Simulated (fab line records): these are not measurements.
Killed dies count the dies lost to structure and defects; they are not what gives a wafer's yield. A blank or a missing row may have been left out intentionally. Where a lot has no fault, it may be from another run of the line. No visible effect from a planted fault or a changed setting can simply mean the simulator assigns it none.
Which of the tools did it? / flow nand harc / 12 lots, 36 wafers sampled, at 6 steps of a route of 1302

== WHAT EACH GAUGE READ, for each wafer ==
NHARC_P_STI_OCD_MEAS_17. Usual: trench depth nm 299 nm, standard deviation 3.4; trench foot cd nm 158.0 nm, standard deviation 2.1.
lot=L161; measured=day 2 22:28; on=ocd-01; trench depth nm (nm)=296 294 295; trench foot cd nm (nm)=161.8 159.8 163.2; flag=
lot=L162; measured=day 3 08:56; on=ocd-01; trench depth nm (nm)=303 305 300; trench foot cd nm (nm)=158.4 156.1 157.2; flag=
lot=L163; measured=day 3 17:28; on=ocd-01; trench depth nm (nm)=305 305 307; trench foot cd nm (nm)=158.8 155.9 157.9; flag=
lot=L164; measured=day 4 02:17; on=ocd-02; trench depth nm (nm)=299 301 300; trench foot cd nm (nm)=158.0 156.5 156.6; flag=
lot=L165; measured=day 4 14:29; on=ocd-02; trench depth nm (nm)=302 302 298; trench foot cd nm (nm)=161.1 161.3 160.6; flag=
lot=L166; measured=day 4 22:57; on=ocd-02; trench depth nm (nm)=306 300 304; trench foot cd nm (nm)=154.8 157.7 158.0; flag=
lot=L168; measured=day 5 19:53; on=ocd-02; trench depth nm (nm)=301 303 304; trench foot cd nm (nm)=160.7 159.0 157.2; flag=
lot=L170; measured=day 6 14:49; on=ocd-02; trench depth nm (nm)=294 294 293; trench foot cd nm (nm)=154.5 158.3 155.2; flag=
lot=L180; measured=day 10 18:48; on=ocd-02; trench depth nm (nm)=298 300 296; trench foot cd nm (nm)=162.1 157.9 159.6; flag=
lot=L181; measured=day 11 04:00; on=ocd-02; trench depth nm (nm)=302 301 299; trench foot cd nm (nm)=156.3 155.0 156.8; flag=
lot=L182; measured=day 11 14:10; on=ocd-01; trench depth nm (nm)=300 303 299; trench foot cd nm (nm)=158.6 156.9 157.2; flag=
lot=L183; measured=day 12 02:11; on=ocd-02; trench depth nm (nm)=299 296 293; trench foot cd nm (nm)=156.9 160.1 159.9; flag=

NHARC_P_GATE_CD_MEAS_46 targets a cd of 720 nm. Usual: 720.5 nm for cd nm, sd 1.2.
lot=L161; measured=day 5 10:43; on=cd sem-02; cd nm (nm)=721.5 718.8 720.4; flag=
lot=L162; measured=day 5 23:54; on=cd sem-01; cd nm (nm)=720.9 720.2 720.7; flag=
lot=L163; measured=day 6 06:55; on=cd sem-03; cd nm (nm)=720.2 718.1 718.8; flag=
lot=L164; measured=day 6 20:52; on=cd sem-03; cd nm (nm)=720.2 719.4 722.3; flag=
lot=L165; measured=day 7 08:31; on=cd sem-03; cd nm (nm)=721.7 721.7 721.1; flag=
lot=L166; measured=day 7 15:53; on=cd sem-03; cd nm (nm)=720.2 721.1 719.4; flag=
lot=L168; measured=day 8 18:04; on=cd sem-01; cd nm (nm)=719.9 719.4 720.1; flag=
lot=L170; measured=day 9 12:13; on=cd sem-02; cd nm (nm)=- - -; flag=OFF
lot=L180; measured=day 13 17:58; on=cd sem-03; cd nm (nm)=720.4 719.1 720.5; flag=
lot=L181; measured=day 13 18:47; on=cd sem-03; cd nm (nm)=721.8 720.4 720.4; flag=
lot=L182; measured=day 14 08:42; on=cd sem-01; cd nm (nm)=719.1 720.4 720.3; flag=
lot=L183; measured=day 15 02:46; on=cd sem-02; cd nm (nm)=719.5 718.2 719.1; flag=

NHARC_END_SORT_01. Usual: killed at array 55, standard deviation 17; killed at other 1.1, standard deviation 1.4; killed at periphery 3.9, standard deviation 3; killed dies 59, standard deviation 17; killed open 3.5, standard deviation 2; killed short 2.6, standard deviation 1.6.
lot=L170; measured=day 28 10:04; on=prober-02; killed at array=60 50 49; killed at other=0 3 1; killed at periphery=617 624 627; killed dies=677 677 677; killed open=3 1 0; killed short=4 4 6; flag=OFF

== TOOL THAT RAN EACH LOT (tool first, then ch and the chambers of the sampled wafers, then the start) ==
lot=L161; NHARC_P_STI_CMP_21=cmp-02 ch 1,3, day 3 15:56; NHARC_P_GATE_EXPOSE_43=krf scanner-02 ch 0, day 5 10:34; NHARC_P_GATE_DESCUM_61=rie diel-09 ch 1,3, day 5 12:46
lot=L162; NHARC_P_STI_CMP_21=cmp-02 ch 1,2,3, day 4 01:59; NHARC_P_GATE_EXPOSE_43=krf scanner-03 ch 0, day 5 23:46; NHARC_P_GATE_DESCUM_61=rie diel-06 ch 1,2,3, day 6 01:53
lot=L163; NHARC_P_STI_CMP_21=cmp-04 ch 2,3, day 4 11:14; NHARC_P_GATE_EXPOSE_43=krf scanner-02 ch 0, day 6 06:45; NHARC_P_GATE_DESCUM_61=rie diel-06 ch 1,2, day 6 08:50
lot=L164; NHARC_P_STI_CMP_21=cmp-04 ch 1,2, day 4 22:26; NHARC_P_GATE_EXPOSE_43=krf scanner-03 ch 0, day 6 20:43; NHARC_P_GATE_DESCUM_61=rie diel-06 ch 0,1,3, day 6 22:49
lot=L165; NHARC_P_STI_CMP_21=cmp-02 ch 1,2, day 5 10:49; NHARC_P_GATE_EXPOSE_43=krf scanner-02 ch 0, day 7 08:21; NHARC_P_GATE_DESCUM_61=rie diel-07 ch 0,2,3, day 7 10:59
lot=L166; NHARC_P_STI_CMP_21=cmp-02 ch 1,3, day 5 18:16; NHARC_P_GATE_EXPOSE_43=krf scanner-01 ch 0, day 7 15:44; NHARC_P_GATE_DESCUM_61=rie diel-09 ch 1,3, day 7 17:50
lot=L168; NHARC_P_STI_CMP_21=cmp-02 ch 0,1,3, day 6 19:02; NHARC_P_GATE_EXPOSE_43=krf scanner-03 ch 0, day 8 17:55; NHARC_P_GATE_DESCUM_61=rie diel-07 ch 1,2,3, day 8 20:00
lot=L170; NHARC_P_STI_CMP_21=cmp-04 ch 0,1, day 7 11:06; NHARC_P_GATE_EXPOSE_43=krf scanner-02 ch 0, day 9 12:04; NHARC_P_GATE_DESCUM_61=rie diel-09 ch 0,1,3, day 9 14:03
lot=L180; NHARC_P_STI_CMP_21=cmp-03 ch 0,2,3, day 11 14:22; NHARC_P_GATE_EXPOSE_43=krf scanner-02 ch 0, day 13 17:48; NHARC_P_GATE_DESCUM_61=rie diel-07 ch 1,2,3, day 13 19:45
lot=L181; NHARC_P_STI_CMP_21=cmp-02 ch 0,1,3, day 11 23:37; NHARC_P_GATE_EXPOSE_43=krf scanner-03 ch 0, day 13 18:38; NHARC_P_GATE_DESCUM_61=rie diel-09 ch 0,1,3, day 13 20:44
lot=L182; NHARC_P_STI_CMP_21=cmp-02 ch 0,2,3, day 12 09:43; NHARC_P_GATE_EXPOSE_43=krf scanner-02 ch 0, day 14 08:33; NHARC_P_GATE_DESCUM_61=rie diel-07 ch 0,1,3, day 14 10:37
lot=L183; NHARC_P_STI_CMP_21=cmp-04 ch 0,1, day 12 21:34; NHARC_P_GATE_EXPOSE_43=krf scanner-02 ch 0, day 15 02:37; NHARC_P_GATE_DESCUM_61=rie diel-09 ch 1,2, day 15 04:41
- NHARC_P_STI_CMP_21: polishes, t overpolish 20 s, target thk 380.67 nm.
- NHARC_P_GATE_EXPOSE_43: exposes mask P NSD, target cd 720 nm.
- NHARC_P_GATE_DESCUM_61: chemistry O2, time 3 s.

== WHAT THE TOOLS THEMSELVES READ (means of the sampled wafers that have a number; where no wafer has one, the mark that the record gives instead) ==
NHARC_P_STI_CMP_21. Usual: motor current A 12.3 A, standard deviation 0.81; overpolish run s 20.000 s, standard deviation 0.0092; pad life wafers 188, standard deviation 110; slurry filter dp kPa 13.52 kPa, standard deviation 0.14; slurry flow ml min 150.0, standard deviation 0.48.
lot=L161; tool=cmp-02; motor current A (A)=13.2; overpolish run s (s)=20.000; pad life wafers=85; slurry filter dp kPa (kPa)=13.60; slurry flow ml min=150.4; flag=
lot=L162; tool=cmp-02; motor current A (A)=12.3; overpolish run s (s)=20.006; pad life wafers=123; slurry filter dp kPa (kPa)=13.49; slurry flow ml min=150.5; flag=
lot=L163; tool=cmp-04; motor current A (A)=12.2; overpolish run s (s)=20.000; pad life wafers=278; slurry filter dp kPa (kPa)=13.49; slurry flow ml min=149.7; flag=
lot=L164; tool=cmp-04; motor current A (A)=12.7; overpolish run s (s)=20.007; pad life wafers=312; slurry filter dp kPa (kPa)=13.61; slurry flow ml min=150.1; flag=
lot=L165; tool=cmp-02; motor current A (A)=12.0; overpolish run s (s)=20.007; pad life wafers=210; slurry filter dp kPa (kPa)=13.47; slurry flow ml min=149.8; flag=
lot=L166; tool=cmp-02; motor current A (A)=13.0; overpolish run s (s)=20.003; pad life wafers=241; slurry filter dp kPa (kPa)=13.46; slurry flow ml min=149.5; flag=
lot=L168; tool=cmp-02; motor current A (A)=12.7; overpolish run s (s)=19.997; pad life wafers=1; slurry filter dp kPa (kPa)=13.52; slurry flow ml min=150.3; flag=
lot=L170; tool=cmp-04; motor current A (A)=13.2; overpolish run s (s)=20.005; pad life wafers=168; slurry filter dp kPa (kPa)=13.58; slurry flow ml min=149.6; flag=
lot=L180; tool=cmp-03; motor current A (A)=11.7; overpolish run s (s)=19.996; pad life wafers=439; slurry filter dp kPa (kPa)=13.49; slurry flow ml min=150.4; flag=
lot=L181; tool=cmp-02; motor current A (A)=12.6; overpolish run s (s)=20.002; pad life wafers=98; slurry filter dp kPa (kPa)=13.53; slurry flow ml min=150.3; flag=
lot=L182; tool=cmp-02; motor current A (A)=12.3; overpolish run s (s)=19.993; pad life wafers=133; slurry filter dp kPa (kPa)=13.59; slurry flow ml min=150.3; flag=
lot=L183; tool=cmp-04; motor current A (A)=12.9; overpolish run s (s)=19.996; pad life wafers=302; slurry filter dp kPa (kPa)=13.54; slurry flow ml min=149.9; flag=

NHARC_P_GATE_DESCUM_61. Usual: drypump motor current A 5.4 A, standard deviation 0.33; oes product au 1.001 a.u., standard deviation 0.0075; rf vpp V 57.8 V, standard deviation 0.88; showerhead plenum p Torr 1.92 Torr, standard deviation 0.078; throttle valve pct 11.311 %, standard deviation 0.0089.
lot=L161; tool=rie diel-09; drypump motor current A (A)=5.5; oes product au (a.u.)=0.998; rf vpp V (V)=57.5; showerhead plenum p Torr (Torr)=1.86; throttle valve pct (%)=11.315; flag=
lot=L162; tool=rie diel-06; drypump motor current A (A)=5.4; oes product au (a.u.)=0.997; rf vpp V (V)=58.5; showerhead plenum p Torr (Torr)=1.91; throttle valve pct (%)=11.301; flag=
lot=L163; tool=rie diel-06; drypump motor current A (A)=5.2; oes product au (a.u.)=0.999; rf vpp V (V)=56.3; showerhead plenum p Torr (Torr)=1.84; throttle valve pct (%)=11.315; flag=
lot=L164; tool=rie diel-06; drypump motor current A (A)=5.3; oes product au (a.u.)=0.991; rf vpp V (V)=58.4; showerhead plenum p Torr (Torr)=1.93; throttle valve pct (%)=11.321; flag=
lot=L165; tool=rie diel-07; drypump motor current A (A)=5.6; oes product au (a.u.)=1.011; rf vpp V (V)=57.8; showerhead plenum p Torr (Torr)=1.90; throttle valve pct (%)=11.317; flag=
lot=L166; tool=rie diel-09; drypump motor current A (A)=5.4; oes product au (a.u.)=1.001; rf vpp V (V)=58.0; showerhead plenum p Torr (Torr)=1.86; throttle valve pct (%)=11.311; flag=
lot=L168; tool=rie diel-07; drypump motor current A (A)=5.5; oes product au (a.u.)=0.999; rf vpp V (V)=58.2; showerhead plenum p Torr (Torr)=1.90; throttle valve pct (%)=11.312; flag=
lot=L170; tool=rie diel-09; drypump motor current A (A)=5.3; oes product au (a.u.)=1.000; rf vpp V (V)=57.8; showerhead plenum p Torr (Torr)=1.92; throttle valve pct (%)=11.306; flag=
lot=L180; tool=rie diel-07; drypump motor current A (A)=5.6; oes product au (a.u.)=0.996; rf vpp V (V)=56.8; showerhead plenum p Torr (Torr)=1.90; throttle valve pct (%)=11.312; flag=
lot=L181; tool=rie diel-09; drypump motor current A (A)=5.3; oes product au (a.u.)=1.011; rf vpp V (V)=57.3; showerhead plenum p Torr (Torr)=1.92; throttle valve pct (%)=11.311; flag=
lot=L182; tool=rie diel-07; drypump motor current A (A)=5.8; oes product au (a.u.)=1.004; rf vpp V (V)=58.3; showerhead plenum p Torr (Torr)=1.97; throttle valve pct (%)=11.312; flag=
lot=L183; tool=rie diel-09; drypump motor current A (A)=5.0; oes product au (a.u.)=1.002; rf vpp V (V)=58.5; showerhead plenum p Torr (Torr)=1.94; throttle valve pct (%)=11.311; flag=

== THE ANSWER, worked out from the rows above alone ==
Rule: a lot is off if the mean of its wafers that have a number lies more than 3 standard deviations from the usual mean. A lot without any number at a reading at which 4 lots or more have one is off too. The other lots that the step has rows for count as sound. First the gauges in route order, then the tools' own readings, where a lot's mean is used as printed above. The first step at which some lot is off is used, and at that step the reading that is off furthest; a lot without a number counts as furthest.
Off: L170, at NHARC_P_GATE_CD_MEAS_46 (cd nm). Without a number there: L170.
A tool fits if, at a process step before that reading, it ran every lot that is off, and no sound lot after the first of them. Not tried: the gauges at NHARC_P_GATE_CD_MEAS_46; whatever is off there is also off at NHARC_END_SORT_01, on other tools, and gauge error can't account for it. No candidate that was tried fits.

== WHAT HAD BEEN PUT IN BY THE SIMULATOR ==
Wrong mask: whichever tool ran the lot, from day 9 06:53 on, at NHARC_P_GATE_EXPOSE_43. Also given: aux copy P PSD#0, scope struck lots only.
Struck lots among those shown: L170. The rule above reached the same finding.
